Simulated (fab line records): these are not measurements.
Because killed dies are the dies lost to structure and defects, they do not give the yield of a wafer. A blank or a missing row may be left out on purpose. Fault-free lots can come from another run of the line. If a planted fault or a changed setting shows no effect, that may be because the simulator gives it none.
The tool behind it: which one? ; flow nandHarc ; 12 lots with 36 wafers sampled at 5 steps, on a route of 1159 steps

== WHAT THE GAUGES READ, wafer by wafer ==
NHARC_P_M1_THK_MEAS_24: measures by xrf.
lot;measured;on;thkNm (nm)
L886;day 6 14:05;filmMetro-01;158.6 160.6 159.0
L888;day 7 02:02;filmMetro-02;160.6 158.9 162.0
L887;day 7 03:08;filmMetro-02;154.4 158.0 156.3
L890;day 7 22:52;filmMetro-02;156.0 157.8 160.7
L896;day 9 05:25;filmMetro-01;157.4 157.5 157.6
L895;day 9 14:07;filmMetro-01;158.5 157.1 155.6
L900;day 10 01:49;filmMetro-01;159.4 159.5 157.6
L902;day 10 12:27;filmMetro-02;159.2 156.7 155.9
L903;day 10 17:30;filmMetro-02;160.1 158.8 157.5
L905;day 11 08:16;filmMetro-02;157.3 160.2 159.4
L906;day 11 09:13;filmMetro-01;157.2 156.4 157.0
L907;day 11 23:59;filmMetro-02;158.5 158.7 156.4

NHARC_END_SORT_01.
lot;measured;on;defectLimitedYield (%);killedAtArray;killedAtOther;killedAtPeriphery;killedDies;killedOpen;killedShort;sort_bin_2_pct (%);sort_bin_3_pct (%);sort_bin_4_pct (%);sortNPass;sortRimYieldPct (%);sortYieldPct (%)
L896;day 22 12:47;prober-01;0 0 0;24 24 21;0 0 1;653 653 655;677 677 677;5 2 3;1 2 3;97.3 97.3 97.0;0.30 0.30 0.30;2.4 2.4 2.7;0 0 0;0 0 0;0 0 0
L895;day 22 15:07;prober-02;0 0 0;35 33 34;2 2 1;640 642 642;677 677 677;4 4 2;2 5 1;96.3 96.2 96.5;0.59 0.59 0.30;3.1 3.2 3.2;0 0 0;0 0 0;0 0 0
L902;day 23 15:56;prober-01;95.9 95.7 96.2;25 24 26;1 1 0;2 4 0;28 29 26;1 5 1;1 1 0;1.5 1.0 1.6;0 0.15 0.15;2.7 3.1 2.1;649 648 651;98 96 93;95.9 95.7 96.2
L903;day 24 00:33;prober-01;98.1 97.5 97.6;10 14 15;2 0 1;1 3 0;13 17 16;3 8 1;3 2 3;0.3 0.4 0.6;0 0.15 0.44;1.6 1.9 1.3;664 660 661;94 92 97;98.1 97.5 97.6

== WHAT TOOL EACH LOT RAN ON (gives the tool, then ch and the chambers of the sampled wafers, and finally the start) ==
lot;NHARC_P_M1_CMP_23;NHARC_P_M2_ETCH_35;NHARC_P_M2_PRE_CLEAN_30
L886;cmp-04 ch 0,1,3, day 6 13:49;rieDiel-07 ch 1,2,3, day 6 15:56;pvdSputter-01, no start
L888;cmp-04 ch 0,1, day 7 01:43;rieDiel-01 ch 1,2, day 7 03:46;pvdSputter-01, no start
L887;cmp-01 ch 1,2,3, day 7 02:49;rieDiel-01 ch 0,1,3, day 7 04:51;pvdSputter-01, no start
L890;cmp-01 ch 0,1,3, day 7 22:36;rieDiel-07 ch 0,2,3, day 8 00:41;pvdSputter-03, no start
L896;cmp-01 ch 0,1,3, day 9 05:07;rieDiel-07 ch 0,1,3, day 9 07:25;pvdSputter-03, day 22 12:47 or earlier
L895;cmp-03 ch 2,3, day 9 13:50;rieDiel-07 ch 0,1,3, day 9 15:54;pvdSputter-01, day 22 15:07 or earlier
L900;cmp-03 ch 1,3, day 10 01:30;rieDiel-07 ch 2,3, day 10 03:42;pvdSputter-03, no start
L902;cmp-03 ch 2,3, day 10 12:10;rieDiel-13 ch 0,1,3, day 10 14:57;pvdSputter-01, day 23 15:56 or earlier
L903;cmp-01 ch 1,2,3, day 10 17:13;rieDiel-01 ch 1,3, day 10 19:19;pvdSputter-03, day 24 00:33 or earlier
L905;cmp-04 ch 0,1, day 11 07:57;rieDiel-07 ch 0,3, day 11 10:13;pvdSputter-02, no start
L906;cmp-04 ch 0,1,2, day 11 08:54;rieDiel-07 ch 0,1,2, day 11 11:02;pvdSputter-01, no start
L907;cmp-04 ch 0,1,2, day 11 23:41;rieDiel-07 ch 1,2,3, day 12 01:40;pvdSputter-01, no start
- NHARC_P_M1_CMP_23: polishes, t overpolish 20 s, target thk 157.82 nm.
- NHARC_P_M2_ETCH_35: etches the open film in N2/H2, target depth 40 nm, overetch 12 nm, time 43.94 s.
- NHARC_P_M2_PRE_CLEAN_30: time 30 s.

== AS READ BY THE TOOLS THEMSELVES (means over the sampled wafers that have a number; for cases with no such wafer, the mark the record gives instead) ==
NHARC_P_M1_CMP_23.
lot;tool;motorCurrentA (A);retainingRingPressureFrac;timeToEndpointS (s)
L886;cmp-04;11.0;1.000;28.3
L888;cmp-04;11.6;1.002;32.5
L887;cmp-01;11.8;0.996;27.0
L890;cmp-01;11.7;0.997;29.5
L896;cmp-01;12.0;0.998;27.3
L895;cmp-03;11.0;1.002;30.7
L900;cmp-03;11.8;1.003;29.9
L902;cmp-03;10.9;1.003;30.5
L903;cmp-01;11.9;0.996;30.5
L905;cmp-04;11.1;1.000;32.2
L906;cmp-04;11.0;1.000;27.3
L907;cmp-04;11.3;1.000;32.0

NHARC_P_M2_ETCH_35.
lot;tool;biasW (W);chamberPressureMTorr (mTorr);drypumpMotorCurrentA (A);n2FlowSccm (sccm);oesProductAu (a.u.);rfVppV (V);showerheadPlenumPTorr (Torr);throttleValvePct (%)
L886;rieDiel-07;149.9;30.028;5.8;149.8;1.010;430.3;2.00;14.163
L888;rieDiel-01;150.2;29.990;5.2;149.7;0.996;428.6;1.96;14.167
L887;rieDiel-01;150.1;30.011;5.3;150.6;0.997;430.4;2.01;14.172
L890;rieDiel-07;150.0;29.989;5.6;150.2;0.998;429.5;2.03;14.174
L896;rieDiel-07;-;-;-;-;-;-;-;-
L895;rieDiel-07;-;-;-;-;-;-;-;-
L900;rieDiel-07;150.3;29.996;5.6;149.8;1.013;428.2;1.95;14.174
L902;rieDiel-13;149.9;30.008;5.7;149.9;0.995;431.8;2.05;14.179
L903;rieDiel-01;149.7;30.026;5.4;149.9;0.996;427.8;1.95;14.176
L905;rieDiel-07;149.4;29.991;5.8;149.9;1.003;430.8;2.04;14.173
L906;rieDiel-07;150.1;29.991;5.5;150.2;1.011;431.5;2.05;14.167
L907;rieDiel-07;149.7;29.984;5.8;149.7;1.012;429.4;2.00;14.171

NHARC_P_M2_PRE_CLEAN_30.
lot;tool;heaterPowerW (W)
L886;pvdSputter-01;441
L888;pvdSputter-01;415
L887;pvdSputter-01;425
L890;pvdSputter-03;400
L896;pvdSputter-03;403
L895;pvdSputter-01;435
L900;pvdSputter-03;403
L902;pvdSputter-01;439
L903;pvdSputter-03;400
L905;pvdSputter-02;414
L906;pvdSputter-01;423
L907;pvdSputter-01;413

== THE ANSWER, worked out from the rows above alone ==
Rule: what is usual is taken from the lots themselves. The widest of any qualifying gaps counts: lots, ordered by their means at a reading, are off when they make up no more than a third of the lots, leave a main group of 4 or more, and stand apart from it by 3 or more times the standard deviation of that group's means. The tables above print the reading to a certain number of digits; a main group whose means all agree to those digits is not used. A lot without any number at a reading at which 4 lots or more have one is off too. Any other lot the step has rows for is counted as sound. After the gauges, taken in route order, come the tools' own readings; for these a lot's mean is taken, as printed above. At the first step where some lot is off, the reading lying furthest off is the one used; lots without a number count as furthest.
Off: L896, L895, at NHARC_P_M2_ETCH_35 (biasW). Without a number there: L896, L895. For the main group the mean is 149.9 W and the standard deviation 0.26.
If a tool, at that step or one of the process steps before it, ran each lot that is off and ran no sound lot following the first of them, it fits. Not one of the candidates tried fits.

== WHAT THE SIMULATOR HAD PUT IN ==
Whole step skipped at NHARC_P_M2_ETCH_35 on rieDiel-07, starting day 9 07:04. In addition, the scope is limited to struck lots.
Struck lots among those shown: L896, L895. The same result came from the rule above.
